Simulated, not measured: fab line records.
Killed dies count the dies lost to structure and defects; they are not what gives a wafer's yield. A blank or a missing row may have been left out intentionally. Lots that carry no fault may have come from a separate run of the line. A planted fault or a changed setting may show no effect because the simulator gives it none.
Matching of chambers | flow nand_harc | NHARC_A_CHANNEL_HOLE_D1_ETCH_39 on rie_diel-10 has 4 sister chambers
The step etches the open film in N2/H2, target depth 260 nm, time 325 s. 8 wafers are shown with their chamber, then 7 later ones without.

WAFERS, EACH WITH ITS CHAMBER
wafer  | chamber | showerhead_plenum_p_Torr (Torr) | drypump_motor_current_A (A)
L898.6 | 3       | 1.97                            | 5.36
L902.3 | 0       | 2.13                            | 5.67
L902.4 | 1       | 2.03                            | 5.70
L902.6 | 2       | 2.19                            | 5.53
L901.1 | 3       | 1.97                            | 5.34
L901.4 | 0       | 2.14                            | 5.68
L901.6 | 1       | 2.03                            | 5.73
L903.3 | 2       | 2.19                            | 5.54

WAFERS WITH NO CHAMBER GIVEN
wafer  | showerhead_plenum_p_Torr (Torr) | drypump_motor_current_A (A)
L903.4 | 2.13                            | 5.67
L903.6 | 2.02                            | 5.70
L904.2 | 2.13                            | 5.67
L904.5 | 2.19                            | 5.56
L906.2 | 2.19                            | 5.54
L906.5 | 2.13                            | 5.66
L908.4 | 1.96                            | 5.35

WHICH CHAMBER EACH ONE RAN IN
wafer  | from the rows above | in truth
L903.4 | 0                   | 0
L903.6 | 1                   | 1
L904.2 | 0                   | 0
L904.5 | 2                   | 2
L906.2 | 2                   | 2
L906.5 | 0                   | 0
L908.4 | 3                   | 3
Correctly placed: 7 of 7. Number that these rows cannot place: 0. Wrongly placed: 0.
How it was worked out, from the rows above alone: a wafer's distance from a chamber is the root of the sum, over the readings, of the square of ((its reading less the chamber's mean) divided by the reading's scatter). If the next closest chamber is less than 2 further off than the closest, the wafer can't be placed; otherwise it belongs to the closest. Each chamber's mean is taken over the wafers shown for it. The scatter: the root of (the sum of the squares of (reading less its chamber's mean) over the shown wafers, divided by (wafers less chambers)).
